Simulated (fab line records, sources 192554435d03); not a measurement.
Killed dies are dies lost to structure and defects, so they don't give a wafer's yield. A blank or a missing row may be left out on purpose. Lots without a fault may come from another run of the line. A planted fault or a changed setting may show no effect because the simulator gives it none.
fab line records | flow n5_finfet
record lots=5 wafers=15 last_day=17
route steps=1938 shown BEOL_M8@1383 BEOL_M9@1401
lots that met no fault: from a run of the same line without faults
start_h: hours from the record's first day to the start of the lot's first wafer shown | wait_h: hours since the lot's step before | " the same as in the row above | L1.1+2: a row that stands for several wafers | - no value, or no start given | * or withheld: withheld | < > ~ a bound
route shown NAME@n: a module of which the file shows steps, and the number in the route of the first | usual: mean/standard deviation of fault-free wafers | same: alike in all rows | chamber/n: place in a boat | sites: the reading at each site | _std_site: their standard deviation | _edge_site: outer sites' mean less inner sites' | radius_mm: how far each site lies from the wafer's centre | mask NAME#n: copy n | behind: the tool/chamber that last shaped the wafer | hold: why the lot was held/for how many hours/how that ended | device: the transistor (n, p or np) that didn't switch | end of line: the same wafers' tests at the end of the route | a step without rows: its recipe alone | killed: dies lost to structure and defects at the first sort, not the wafer's yield | map: a wafer's dies, x killed, . not, _ none there
set.NAME: the setting as run; set.NAME@STEP: as run at that earlier step | model.NAME: the simulator's own value behind a step, which no gauge read
lots at some steps of the route; a table a step, a row a wafer
services: from which hour (start_h, from the record's first day; less than 0 if before it) a tool's chamber was out of use, for how many hours, and why
## steps
# step N5_BEOL_M8_PRECLEAN_42
# recipe chemistry=residue_remover time_s=60 temp_c=40
# usual bath_guard_temp_C=40.0/0.49 bath_heat_duty_pct=4.5/0.61
# columns lot.wafer tool chamber start_h wait_h bath_guard_temp_C bath_heat_duty_pct
L078.3 wet_bench-02 7 229.75 0.0 40.9 3.8
L078.5 " 6 " " 40.0 4.8
L078.6 " 3 " " 39.4 4.9
L079.2 wet_bench-02 2 258.90 0.0 39.6 5.2
L079.3 " 7 " " 40.3 3.9
L079.4 " 6 " " 40.1 5.2
L082.1 wet_bench-02 7 282.34 0.0 40.8 3.4
L082.5 " 4 " " 40.1 4.5
L082.6 " 5 " " 40.3 4.2
L092.2 wet_bench-02 1 328.12 0.0 39.9 3.8
L092.3 " 3 " " 39.2 4.8
L092.6 " 6 " " 39.9 4.4
L093.1 wet_bench-02 0 340.15 0.0 39.2 5.4
L093.4 " 1 " " 39.9 4.1
L093.5 " 6 " " 39.7 5.1
# step N5_BEOL_M8_SRD_43
# recipe time_s=30 temp_c=23 rinse_liquid=diw dry=ipa_marangoni
# usual bath_heat_duty_pct=3.7/0.55
# columns lot.wafer tool chamber start_h wait_h bath_heat_duty_pct
L078.3 wet_bench-02 7 229.76 0.0 2.8
L078.5 " 6 " " 3.0
L078.6 " 3 " " 3.9
L079.2 wet_bench-02 2 258.92 0.0 3.7
L079.3 " 7 " " 3.8
L079.4 " 6 " " 4.0
L082.1 wet_bench-02 7 282.36 0.0 3.1
L082.5 " 4 " " 3.9
L082.6 " 5 " " 2.7
L092.2 wet_bench-02 1 328.14 0.0 3.6
L092.3 " 3 " " 4.2
L092.6 " 6 " " 3.6
L093.1 wet_bench-02 0 340.17 0.0 4.0
L093.4 " 1 " " 3.7
L093.5 " 6 " " 3.3
# step N5_BEOL_M8_CD_MEAS_35
# recipe target_cd_nm=40 polarity=opening
# usual cd_nm=39.9/0.83
# columns lot.wafer tool chamber start_h wait_h cd_nm
L078.3 cd_sem-01 - 229.81 0.0 39.7
L078.5 " - " " 39.7
L078.6 " - " " 38.9
L079.2 cd_sem-03 - 258.96 0.0 39.0
L079.3 " - " " 39.8
L079.4 " - " " 39.1
L082.1 cd_sem-02 - 282.40 0.0 39.1
L082.5 " - " " 39.8
L082.6 " - " " 39.6
L092.2 cd_sem-02 - 328.18 0.0 39.8
L092.3 " - " " 40.3
L092.6 " - " " 39.9
L093.1 cd_sem-01 - 340.21 0.0 41.1
L093.4 " - " " 39.5
L093.5 " - " " 40.4
# step N5_BEOL_M8_CURE_75
# recipe temp_c=370 time_s=120 ambient=DMADMS/He material=SiCOH_lowk
# usual lamp_power_pct=52.31/0.049 wafer_temp_C_max=371.8/0.79
# columns lot.wafer tool chamber start_h wait_h lamp_power_pct wafer_temp_C_max
L078.3 uv_cure-01 2 229.95 0.1 52.39 371.0
L078.5 " 2 " " 52.32 370.8
L078.6 " 2 " " 52.36 371.1
L079.2 uv_cure-02 2 259.05 0.1 52.35 371.6
L079.3 " 2 " " 52.30 371.8
L079.4 " 2 " " 52.32 371.4
L082.1 uv_cure-01 0 282.44 0.0 52.35 371.0
L082.5 " 0 " " 52.30 371.2
L082.6 " 0 " " 52.32 371.2
L092.2 uv_cure-03 1 328.27 0.1 52.28 371.2
L092.3 " 1 " " 52.29 372.2
L092.6 " 1 " " 52.26 371.6
L093.1 uv_cure-03 0 340.25 0.0 52.24 372.4
L093.4 " 0 " " 52.30 373.3
L093.5 " 0 " " 52.27 373.3
# step N5_BEOL_M8_DEGAS_44
# recipe ambient=vacuum temp_c=250 time_s=60
# usual heater_power_w=332/22
# columns lot.wafer tool chamber start_h wait_h heater_power_w
L078.3 pvd_sputter-02 - 232.12 2.1 338
L078.5 " - " " 333
L078.6 " - " " 352
L079.2 pvd_sputter-03 - 259.43 0.3 348
L079.3 " - " " 341
L079.4 " - " " 337
L082.1 pvd_sputter-03 - 283.12 0.6 292
L082.5 " - " " 340
L082.6 " - " " 344
L092.2 pvd_sputter-03 - 328.89 0.6 348
L092.3 " - " " 352
L092.6 " - " " 345
L093.1 pvd_sputter-01 - 340.73 0.4 347
L093.4 " - " " 324
L093.5 " - " " 340
# step N5_BEOL_M8_PRE_CLEAN_45
# recipe gas=H2/He time_s=30 temp_c=250
# usual heater_power_w=332/22
# columns lot.wafer tool chamber start_h wait_h heater_power_w
L078.3 pvd_sputter-02 - 232.16 0.0 346
L078.5 " - " " 331
L078.6 " - " " 353
L079.2 pvd_sputter-03 - 259.47 0.0 350
L079.3 " - " " 343
L079.4 " - " " 339
L082.1 pvd_sputter-03 - 283.16 0.0 293
L082.5 " - " " 342
L082.6 " - " " 347
L092.2 pvd_sputter-03 - 328.93 0.0 348
L092.3 " - " " 335
L092.6 " - " " 341
L093.1 pvd_sputter-01 - 340.77 0.0 330
L093.4 " - " " 308
L093.5 " - " " 340
# step N5_BEOL_M8_ALD_77
# recipe material=TaN target_thk_a=20 temp_c=275 ald_precursor_family=PDMAT ald_co_reactant=NH3 pressure_torr=3 carrier_flow_sccm=1500 pulse_time_s=2 purge_time_s=3 co_reactant_purge_time_s=2 co_reactant_pulse_time_s=3 ald_cycles=40 precursor_vessel_temp_c=75 precursor_vessel_pressure_torr=26.25 precursor_vessel_carrier_sccm=1000
# usual heater_power_outer_w=247/26 heater_power_w=450/47
# same pulse_time_s=2
# columns lot.wafer tool chamber start_h wait_h heater_power_outer_w heater_power_w since_wet_clean_h
L078.3 ald_metal-04 3 232.22 0.0 283 501 2972
L078.5 " 2 " " 248 457 -
L078.6 " 3 " " 281 507 -
L079.2 ald_metal-04 0 259.53 0.0 289 528 2999
L079.3 " 1 " " 236 414 2999
L079.4 " 2 " " 250 447 2999
L082.1 ald_metal-04 1 283.22 0.0 240 410 3023
L082.5 " 3 " " 285 512 -
L082.6 " 2 " " 250 460 -
L092.2 ald_metal-02 3 329.01 0.1 260 449 4607
L092.3 " 0 " " 227 398 4607
L092.6 " 2 " " 213 392 -
L093.1 ald_metal-04 1 340.83 0.0 236 430 3081
L093.4 " 0 " " 292 521 3081
L093.5 " 1 " " 236 420 -
# step N5_BEOL_M8_SURFACE_TREAT_79
# recipe gas=Ar time_s=* ion_energy_ev=* ion_current_ma_cm2=0.5 pressure_mtorr=* ar_flow_sccm=30
# usual throttle_valve_pct=*
# columns lot.wafer tool chamber start_h wait_h throttle_valve_pct
L078.3 pvd_sputter-02 - 232.58 0.2 *
L078.5 " - " " *
L078.6 " - " " *
L079.2 pvd_sputter-01 - 259.84 0.2 *
L079.3 " - " " *
L079.4 " - " " *
L082.1 pvd_sputter-03 - 283.58 0.2 *
L082.5 " - " " *
L082.6 " - " " *
L092.2 pvd_sputter-03 - 329.37 0.2 *
L092.3 " - " " *
L092.6 " - " " *
L093.1 pvd_sputter-02 - 341.15 0.2 *
L093.4 " - " " *
L093.5 " - " " *
# step N5_BEOL_M8_CVD_78
# recipe material=Co target_thk_a=20 temp_c=withheld precursor=CCTBA/H2 pressure_torr=30 time_s=142.3
# columns lot.wafer tool chamber start_h wait_h since_wet_clean_h
L078.3 cvd_co-02 0 232.64 0.0 774
L078.5 " 0 " " -
L078.6 " 2 " " -
L079.2 cvd_co-01 2 259.92 0.1 561
L079.3 " 0 " " 1020
L079.4 " 2 " " -
L082.1 cvd_co-01 0 283.70 0.1 1044
L082.5 " 1 " " -
L082.6 " 2 " " -
L092.2 cvd_co-01 0 329.45 0.1 1089
L092.3 " 2 " " 630
L092.6 " 2 " " -
L093.1 cvd_co-02 2 341.21 0.0 423
L093.4 " 2 " " -
L093.5 " 2 " " -
# step N5_BEOL_M8_SPUTTER_48
# recipe material=Cu target_thk_a=100 temp_c=-20 bias_v=60 power_w=26000 chamber_pressure_pa=0.13 time_s=1.667
# usual throttle_valve_pct=29.9/0.83
# columns lot.wafer tool chamber start_h wait_h throttle_valve_pct
L078.3 pvd_sputter-02 - 232.84 0.2 30.2
L078.5 " - " " 28.1
L078.6 " - " " 30.2
L079.2 pvd_sputter-03 - 260.07 0.1 29.1
L079.3 " - " " 29.6
L079.4 " - " " 31.0
L082.1 pvd_sputter-03 - 283.94 0.2 29.0
L082.5 " - " " 29.1
L082.6 " - " " 29.4
L092.2 pvd_sputter-02 - 329.65 0.2 28.4
L092.3 " - " " 30.1
L092.6 " - " " 30.2
L093.1 pvd_sputter-03 - 341.43 0.2 28.9
L093.4 " - " " 29.5
L093.5 " - " " 29.3
# step N5_BEOL_M8_ECD_50
# recipe material=Cu target_thk_a=3000
# columns lot.wafer tool chamber start_h wait_h
L078.3+5+6 ecd_cu-01 1,0,1 233.00 0.1
L079.2+3+4 ecd_cu-01 1,0,1 260.19 0.1
L082.1+5+6 ecd_cu-01 0,0,1 284.06 0.1
L092.2+3+6 ecd_cu-01 0,1,1 329.77 0.1
L093.1+4+5 ecd_cu-02 1,1,0 341.55 0.1
# step N5_BEOL_M8_ANNEAL_51
# recipe temp_c=225 time_s=90 ambient=N2
# usual wafer_temp_C_max=226.4/0.35
# columns lot.wafer tool chamber start_h wait_h wafer_temp_C_max
L078.3 rtp_anneal-01 0 233.16 0.1 226.5
L078.5 " 0 " " 226.6
L078.6 " 0 " " 226.7
L079.2 rtp_anneal-01 0 260.33 0.1 226.6
L079.3 " 0 " " 226.5
L079.4 " 0 " " 226.5
L082.1 rtp_anneal-01 0 284.15 0.1 226.3
L082.5 " 0 " " 226.0
L082.6 " 0 " " 226.1
L092.2 rtp_anneal-01 0 329.91 0.1 226.5
L092.3 " 0 " " 226.3
L092.6 " 0 " " 226.4
L093.1 rtp_anneal-01 0 341.64 0.1 226.3
L093.4 " 0 " " 226.2
L093.5 " 0 " " 226.5
# step N5_BEOL_M8_CMP_52
# recipe stop_on=SiCOH_lowk t_overpolish_s=6.9 down_force_psi=1 platen_rpm=50 clearing_platen_down_force_psi=1.5 clearing_platen_rpm=50 post_cmp_clean=cu_alkaline target_thk_nm=80 clearing_platen_pad_velocity_m_s=0.99484 pad_velocity_m_s=0.99484
# usual barrier_field_endpoint_s=29.1/0.81 clearing_platen_rpm=50.000/0.025 motor_current_A=6.0/0.46 overpolish_run_s=6.900/0.0092 time_to_endpoint_s=64/3.8
# columns lot.wafer tool chamber start_h wait_h barrier_field_endpoint_s clearing_platen_rpm motor_current_A overpolish_run_s time_to_endpoint_s
L078.3 cmp-04 3 233.48 0.3 30.1 49.994 5.8 6.897 71
L078.5 " 3 " " 30.7 50.006 5.7 6.897 67
L078.6 " 0 " " 30.0 49.930 6.0 6.902 63
L079.2 cmp-04 3 260.62 0.2 29.4 49.974 5.9 6.909 69
L079.3 " 0 " " 28.7 49.973 5.8 6.903 66
L079.4 " 1 " " 28.2 50.050 5.7 6.895 61
L082.1 cmp-03 0 284.49 0.3 29.2 49.951 5.8 6.884 66
L082.5 " 3 " " 29.3 49.996 5.9 6.897 65
L082.6 " 0 " " 29.5 49.992 6.4 6.899 63
L092.3 cmp-04 1 330.20 0.2 27.7 50.005 5.9 6.902 58
L092.2 " 2 " " 28.9 50.000 6.3 6.892 65
L092.6 " 1 " " 28.5 49.973 5.6 6.910 61
L093.1 cmp-04 1 341.94 0.3 28.1 49.996 6.0 6.906 56
L093.4 " 3 " " 30.0 50.034 6.0 6.906 64
L093.5 " 2 " " 30.5 49.988 6.2 6.910 64
# step N5_BEOL_M8_THK_MEAS_53
# recipe thk_meas_gauge=xrf reads=Cu_of_BEOL_M8_ECD_50
# usual M8_THK=80.8/2.5
# columns lot.wafer tool chamber start_h wait_h M8_THK[nm]
L078.3 film_metro-01 - 233.78 - 81.5
L078.5 " - " " 83.5
L078.6 " - " " 84.2
L079.2 film_metro-02 - 260.87 - 83.1
L079.3 " - " " 77.5
L079.4 " - " " 79.9
L082.1 film_metro-01 - 284.74 - 82.1
L082.5 " - " " 77.1
L082.6 " - " " 82.4
L092.2 film_metro-02 - 330.46 - 84.0
L092.3 " - " " 79.8
L092.6 " - " " 81.2
L093.1 film_metro-02 - 342.23 - 76.5
L093.4 " - " " 80.0
L093.5 " - " " 83.3
# step N5_BEOL_M8_PRE_CLEAN_55
# recipe gas=NH3 time_s=15 temp_c=withheld rf_power_w=300
# columns lot.wafer tool chamber start_h wait_h since_wet_clean_h
L078.3 pecvd-04 0 233.81 0.0 274
L078.5 " 1 " " -
L078.6 " 0 " " -
L079.2 pecvd-04 0 260.91 0.0 301
L079.3 " 1 " " 1690
L079.4 " 2 " " -
L082.1 pecvd-03 2 284.78 0.0 416
L082.5 " 1 " " -
L082.6 " 0 " " -
L092.2 pecvd-04 1 330.50 0.0 1759
L092.3 " 0 " " 370
L092.6 " 0 " " -
L093.1 pecvd-04 2 342.27 0.0 262
L093.4 " 1 " " -
L093.5 " 2 " " -
# step N5_BEOL_M8_DEP_56
# recipe material=SiCN target_thk_a=100 temp_c=withheld precursor=3MS/NH3 pressure_torr=3 rf_w=202 time_s=17.5
# usual showerhead_plenum_p_Torr=3.659/0.0092 throttle_valve_pct=9.0/0.49
# columns lot.wafer tool chamber start_h wait_h showerhead_plenum_p_Torr since_wet_clean_h throttle_valve_pct
L078.3 pecvd-04 0 233.84 0.0 3.667 274 8.4
L078.5 " 1 " " 3.644 - 8.7
L078.6 " 0 " " 3.666 - 8.1
L079.2 pecvd-04 0 260.93 0.0 3.661 301 8.4
L079.3 " 1 " " 3.657 1690 8.7
L079.4 " 2 " " 3.665 - 8.8
L082.1 pecvd-03 2 284.81 0.0 3.661 416 8.7
L082.5 " 1 " " 3.665 - 10.0
L082.6 " 0 " " 3.645 - 9.3
L092.2 pecvd-04 1 330.52 0.0 3.649 1759 9.0
L092.3 " 0 " " 3.667 370 8.2
L092.6 " 0 " " 3.668 - 8.8
L093.1 pecvd-04 2 342.29 0.0 3.651 262 8.9
L093.4 " 1 " " 3.651 - 8.9
L093.5 " 2 " " 3.657 - 8.7
# step N5_BEOL_M8_RS_MEAS_57
# recipe thk_meas_gauge=four-point-probe reads=Cu_of_BEOL_M8_ECD_50+Co_of_BEOL_M8_CVD_78+TaN_of_BEOL_M8_ALD_77
# usual M8_RS=0.282/0.01
# columns lot.wafer tool chamber start_h wait_h M8_RS[ohm/sq]
L078.3 film_metro-01 - 233.91 0.1 0.280
L078.5 " - " " 0.272
L078.6 " - " " 0.269
L079.2 film_metro-02 - 261.00 0.1 0.273
L079.3 " - " " 0.296
L079.4 " - " " 0.285
L082.1 film_metro-02 - 284.87 0.1 0.278
L082.5 " - " " 0.299
L082.6 " - " " 0.275
L092.2 film_metro-02 - 330.59 0.1 0.270
L092.3 " - " " 0.288
L092.6 " - " " 0.283
L093.1 film_metro-02 - 342.36 0.1 0.304
L093.4 " - " " 0.286
L093.5 " - " " 0.274
# step N5_BEOL_M8_INSPECT_58
# recipe inspect_instrument=darkfield mode=post_dep
# usual raw_defect_count=79/25
# columns lot.wafer tool chamber start_h wait_h raw_defect_count
L078.3 defect_inspect-02 - 233.94 0.0 95
L078.5 " - " " 79
L078.6 " - " " 72
L079.2 defect_inspect-01 - 261.03 0.0 74
L079.3 " - " " 99
L079.4 " - " " 87
L082.1 defect_inspect-02 - 284.90 0.0 87
L082.5 " - " " 151
L082.6 " - " " 88
L092.2 defect_inspect-01 - 330.62 0.0 92
L092.3 " - " " 76
L092.6 " - " " 121
L093.1 defect_inspect-01 - 342.39 0.0 64
L093.4 " - " " 81
L093.5 " - " " 90
# step N5_BEOL_M9_ILD_DEP_00
# recipe material=SiCOH_lowk target_thk_a=3085.1 temp_c=300 precursor=DEMS/porogen pressure_torr=5 rf_w=500 time_s=58
# usual heater_power_outer_w=158/38 heater_power_w=317/53 showerhead_plenum_p_Torr=5.733/0.013 throttle_valve_pct=13.9/1
# columns lot.wafer tool chamber start_h wait_h heater_power_outer_w heater_power_w showerhead_plenum_p_Torr since_wet_clean_h throttle_valve_pct
L078.3 pecvd-02 0 233.97 0.0 111 256 5.727 757 13.7
L078.5 " 2 " " 229 413 5.758 - 12.5
L078.6 " 0 " " 113 266 5.729 - 13.5
L079.2 pecvd-04 1 261.07 0.0 139 317 5.726 1690 13.5
L079.3 " 0 " " 206 382 5.756 301 12.9
L079.4 " 2 " " 191 336 5.740 - 13.7
L082.1 pecvd-01 0 284.94 0.0 166 341 5.713 1351 15.7
L082.5 " 1 " " 193 336 5.754 - 15.2
L082.6 " 2 " " 143 289 5.731 - 12.9
L092.2 pecvd-04 2 330.65 0.0 170 319 5.745 250 13.8
L092.3 " 1 " " 151 343 5.726 1760 13.4
L092.6 " 0 " " 221 421 5.746 - 12.9
L093.1 pecvd-01 0 342.42 0.0 175 346 5.724 1409 15.7
L093.4 " 0 " " 178 348 5.731 - 15.9
L093.5 " 1 " " 191 347 5.747 - 15.6
# step N5_BEOL_M9_CURE_71
# recipe temp_c=385 time_s=240 ambient=He/Ar material=SiCOH_lowk
# usual lamp_power_pct=52.31/0.059 wafer_temp_C_max=387.1/0.81
# columns lot.wafer tool chamber start_h wait_h lamp_power_pct wafer_temp_C_max
L078.3 uv_cure-03 1 234.21 0.2 52.24 386.6
L078.5 " 1 " " 52.33 386.4
L078.6 " 1 " " 52.29 387.0
L079.2 uv_cure-02 2 261.22 0.1 52.27 386.8
L079.3 " 2 " " 52.24 386.6
L079.4 " 2 " " 52.40 386.4
L082.1 uv_cure-02 0 285.02 0.0 52.38 386.3
L082.5 " 0 " " 52.37 386.8
L082.6 " 0 " " 52.26 385.9
L092.2 uv_cure-03 1 330.81 0.1 52.23 386.1
L092.3 " 1 " " 52.35 386.0
L092.6 " 1 " " 52.34 386.1
L093.1 uv_cure-01 1 342.50 0.0 52.22 388.1
L093.4 " 1 " " 52.22 387.9
L093.5 " 1 " " 52.33 388.1
# step N5_BEOL_M9_THK_MEAS_01
# recipe reads=SiCOH_lowk_of_BEOL_M9_ILD_DEP_00
# usual M9_ILD_THK=268/4.8
# columns lot.wafer tool chamber start_h wait_h M9_ILD_THK[nm]
L078.3 film_metro-01 - 234.56 0.3 261
L078.5 " - " " 274
L078.6 " - " " 266
L079.2 film_metro-01 - 261.66 0.4 262
L079.3 " - " " 261
L079.4 " - " " 272
L082.1 film_metro-02 - 285.53 0.4 266
L082.5 " - " " 278
L082.6 " - " " 274
L092.2 film_metro-01 - 331.24 0.4 267
L092.3 " - " " 258
L092.6 " - " " 265
L093.1 film_metro-01 - 343.02 0.4 266
L093.4 " - " " 269
L093.5 " - " " 273
# step N5_BEOL_M9_PECVD_70
# recipe material=SiO2 target_thk_a=200 temp_c=400 precursor=TEOS/O2 pressure_torr=5.5 rf_w=450 teos_flow_sccm=53.8 gas=O2 flow_sccm=3000 time_s=22.7
# usual heater_power_outer_w=453/85 heater_power_w=739/110 showerhead_plenum_p_Torr=8.75/0.043 throttle_valve_pct=22.0/1.3
# columns lot.wafer tool chamber start_h wait_h heater_power_outer_w heater_power_w showerhead_plenum_p_Torr since_wet_clean_h throttle_valve_pct
L078.3 pecvd-04 0 234.60 0.0 477 803 8.80 275 20.6
L078.5 " 2 " " 499 781 8.71 - 21.9
L078.6 " 1 " " 465 804 8.72 - 21.6
L079.2 pecvd-01 0 261.69 0.0 484 786 8.68 1328 25.6
L079.3 " 1 " " 538 769 8.77 2053 25.1
L079.4 " 2 " " 425 690 8.75 - 21.1
L082.1 pecvd-04 1 285.56 0.0 420 743 8.72 1714 21.7
L082.5 " 1 " " 421 737 8.73 - 21.7
L082.6 " 0 " " 548 855 8.79 - 21.1
L092.2 pecvd-02 1 331.28 0.0 414 663 8.80 1579 22.4
L092.3 " 2 " " 551 858 8.81 100 20.9
L092.6 " 1 " " 415 684 8.79 - 22.2
L093.1 pecvd-04 1 343.05 0.0 512 859 8.72 1772 21.7
L093.4 " 2 " " 471 743 8.71 - 22.2
L093.5 " 1 " " 501 859 8.71 - 21.7
# step N5_BEOL_M9_HM_DEP_02
# recipe material=TiN target_thk_a=200 temp_c=25 chamber_pressure_pa=0.49996
# usual throttle_valve_pct=29.8/0.9
# columns lot.wafer tool chamber start_h wait_h throttle_valve_pct
L078.3 pvd_sputter-02 - 234.98 0.4 30.0
L078.5 " - " " 30.8
L078.6 " - " " 28.6
L079.2 pvd_sputter-01 - 265.20 3.5 31.1
L079.3 " - " " 30.5
L079.4 " - " " 30.5
L082.1 pvd_sputter-02 - 288.04 2.5 30.9
L082.5 " - " " 30.0
L082.6 " - " " 28.1
L092.2 pvd_sputter-03 - 333.21 1.9 28.6
L092.3 " - " " 29.1
L092.6 " - " " 29.3
L093.1 pvd_sputter-01 - 344.36 1.3 30.4
L093.4 " - " " 30.6
L093.5 " - " " 30.4
# step N5_BEOL_M9_COAT_59
# recipe resist=SOC temp_c=250 time_s=60 spin_rpm=1500 resist_thk_nm=100
# usual plate_temp_C=250.03/0.15
# columns lot.wafer tool chamber start_h wait_h plate_temp_C
L078.3 litho_track-02 0 235.10 0.1 249.93
L078.5 " 0 " " 250.03
L078.6 " 0 " " 249.96
L079.2 litho_track-04 0 265.33 0.1 249.85
L079.3 " 0 " " 249.94
L079.4 " 0 " " 249.78
L082.1 litho_track-04 0 288.16 0.1 249.87
L082.5 " 0 " " 250.02
L082.6 " 0 " " 249.71
L092.2 litho_track-02 0 333.34 0.1 250.11
L092.3 " 0 " " 250.08
L092.6 " 0 " " 249.92
L093.1 litho_track-04 0 344.49 0.1 249.96
L093.4 " 0 " " 249.95
L093.5 " 0 " " 250.26
# step N5_BEOL_M9_COAT_60
# recipe resist=SiARC temp_c=220 time_s=60 spin_rpm=1500 resist_thk_nm=30
# usual plate_temp_C=220.02/0.18
# columns lot.wafer tool chamber start_h wait_h plate_temp_C
L078.3 litho_track-02 0 - - 220.31
L078.5 " 0 " " 220.33
L078.6 " 0 " " 220.26
L079.2 litho_track-04 0 - - 220.21
L079.3 " 0 " " 220.17
L079.4 " 0 " " 220.09
L082.1 litho_track-04 0 - - 219.85
L082.5 " 0 " " 219.75
L082.6 " 0 " " 219.90
L092.2 litho_track-02 0 - - 219.85
L092.3 " 0 " " 219.97
L092.6 " 0 " " 219.79
L093.1 litho_track-04 0 - - 219.80
L093.4 " 0 " " 219.78
L093.5 " 0 " " 219.70
# step N5_BEOL_M9_COAT_05
# recipe resist=CAR-ArF spin_rpm=1500 resist_thk_nm=90
# columns lot.wafer tool chamber start_h wait_h
L078.3+5+6 litho_track-02 0 - -
L079.2+3+4 litho_track-04 0 - -
L082.1+5+6 litho_track-04 0 - -
L092.2+3+6 litho_track-02 0 - -
L093.1+4+5 litho_track-04 0 - -
# step N5_BEOL_M9_EBR_07
# recipe solvent=PGMEA ebr_width_mm=1.5
# columns lot.wafer tool chamber start_h wait_h
L078.3+5+6 litho_track-02 0 - -
L079.2+3+4 litho_track-04 0 - -
L082.1+5+6 litho_track-04 0 - -
L092.2+3+6 litho_track-02 0 - -
L093.1+4+5 litho_track-04 0 - -
# step N5_BEOL_M9_SOFTBAKE_06
# recipe temp_c=110 time_s=60 resist=CAR-ArF
# usual plate_temp_C=110.02/0.14
# columns lot.wafer tool chamber start_h wait_h plate_temp_C
L078.3 litho_track-02 0 - - 109.80
L078.5 " 0 " " 110.02
L078.6 " 0 " " 109.92
L079.2 litho_track-04 0 - - 109.88
L079.3 " 0 " " 109.95
L079.4 " 0 " " 110.15
L082.1 litho_track-04 0 - - 110.26
L082.5 " 0 " " 109.99
L082.6 " 0 " " 110.25
L092.2 litho_track-02 0 - - 110.29
L092.3 " 0 " " 109.95
L092.6 " 0 " " 110.11
L093.1 litho_track-04 0 - - 110.07
L093.4 " 0 " " 109.92
L093.5 " 0 " " 110.09
# step N5_BEOL_M9_EXPOSE_08
# recipe mask_id=M9 na=1.35 source_shape=dipole sigma_inner=0.411 sigma_outer=0.611 polarization=te dose_mj=53.75
# columns lot.wafer tool chamber start_h wait_h mask
L078.3+5+6 arfi_scanner-02 0 235.36 - M9#0
L079.2+3+4 arfi_scanner-03 0 265.58 - M9#0
L082.1+5+6 arfi_scanner-03 0 288.41 - M9#0
L092.2+3+6 arfi_scanner-03 0 333.58 - M9#0
L093.1+4+5 arfi_scanner-03 0 344.60 - M9#0
# step N5_BEOL_M9_PEB_09
# recipe peb_temp_c=withheld peb_time_s=60 resist=CAR-ArF
# columns lot.wafer tool chamber start_h wait_h
L078.3+5+6 litho_track-04 0 235.41 0.0
L079.2+3+4 litho_track-04 0 265.63 0.0
L082.1+5+6 litho_track-03 0 288.47 0.1
L092.2+3+6 litho_track-04 0 333.64 0.0
L093.1+4+5 litho_track-03 0 344.66 0.1
# step N5_BEOL_M9_DEVELOP_10
# recipe develop_time_s=30 developer=TMAH resist=CAR-ArF rinse_liquid=diw dry=air_spin dev_temp_c=23
# columns lot.wafer tool chamber start_h wait_h
L078.3+5+6 litho_track-04 0 - -
L079.2+3+4 litho_track-04 0 - -
L082.1+5+6 litho_track-03 0 - -
L092.2+3+6 litho_track-04 0 - -
L093.1+4+5 litho_track-03 0 - -
# step N5_BEOL_M9_CD_MEAS_11
# recipe target_cd_nm=64.1 landing_energy_ev=500 detector=se_inlens polarity=opening
# usual cd_nm=64.1/0.63
# same landing_energy_ev=500
# columns lot.wafer tool chamber start_h wait_h cd_nm
L078.3 cd_sem-01 0 235.47 - 64.4
L078.5 " 0 " " 63.5
L078.6 " 0 " " 64.0
L079.2 cd_sem-02 0 265.70 - 63.6
L079.3 " 0 " " 64.1
L079.4 " 0 " " 65.4
L082.1 cd_sem-01 0 288.53 - 63.9
L082.5 " 0 " " 63.8
L082.6 " 0 " " 63.5
L092.2 cd_sem-01 0 333.71 - 64.4
L092.3 " 0 " " 65.2
L092.6 " 0 " " 63.7
L093.1 cd_sem-01 0 344.73 - 64.0
L093.4 " 0 " " 63.6
L093.5 " 0 " " 63.3
# step N5_BEOL_M9_OVL_MEAS_12
# recipe points_per_wafer=44
# usual M9_OVL=-0.4/0.64
# columns lot.wafer tool chamber start_h wait_h M9_OVL[nm]
L078.3 overlay-02 0 235.50 0.0 -0.3
L078.5 " 0 " " -0.3
L078.6 " 0 " " -0.3
L079.2 overlay-01 0 265.73 0.0 -0.5
L079.3 " 0 " " 0.4
L079.4 " 0 " " -0.6
L082.1 overlay-02 0 288.57 0.0 0.2
L082.5 " 0 " " -1.0
L082.6 " 0 " " -0.3
L092.2 overlay-02 0 333.74 0.0 -1.0
L092.3 " 0 " " -1.1
L092.6 " 0 " " -1.2
L093.1 overlay-01 0 344.76 0.0 -0.5
L093.4 " 0 " " -0.3
L093.5 " 0 " " -0.5
# step N5_BEOL_M9_INSPECT_13
# recipe mode=adi inspect_instrument=brightfield
# usual raw_defect_count=406/80
# columns lot.wafer tool chamber start_h wait_h raw_defect_count
L078.3 defect_inspect-02 - 235.53 0.0 402
L078.5 " - " " 483
L078.6 " - " " 410
L079.2 defect_inspect-01 - 265.75 0.0 340
L079.3 " - " " 439
L079.4 " - " " 438
L082.1 defect_inspect-02 - 288.59 0.0 539
L082.5 " - " " 509
L082.6 " - " " 491
L092.2 defect_inspect-01 - 333.76 0.0 364
L092.3 " - " " 353
L092.6 " - " " 427
L093.1 defect_inspect-02 - 344.78 0.0 333
L093.4 " - " " 319
L093.5 " - " " 388
## services
# columns tool chamber start_h hours kind
arfi_scanner-03 - 218.21 0.8 pm
uv_cure-01 - 218.77 0.5 repair
arfi_scanner-03 - 227.27 3.9 pm
pecvd-03 - 227.89 0.2 repair
arfi_scanner-03 - 233.87 1.0 pm
uv_cure-01 - 237.66 0.7 repair
rtp_anneal-01 - 244.75 3.0 pm
pecvd-04 - 253.36 2.4 repair
pecvd-02 - 260.38 0.8 repair
cmp-04 - 261.59 1.2 repair
uv_cure-02 - 271.13 1.0 pm
ald_metal-04 - 272.49 2.5 repair
arfi_scanner-03 - 274.80 1.3 pm
ecd_cu-01 - 286.31 13.8 repair
pvd_sputter-01 - 302.54 1.3 repair
cmp-04 - 315.22 1.1 repair
arfi_scanner-03 - 322.70 4.9 pm
cmp-04 - 325.38 1.0 repair
pecvd-03 - 325.45 6.0 pm
uv_cure-03 - 329.53 0.7 repair
pvd_sputter-01 - 331.05 9.3 repair
ecd_cu-01 - 333.17 1.8 repair
uv_cure-02 - 339.99 3.4 pm
cvd_co-02 - 343.91 0.6 repair
## key
fault none
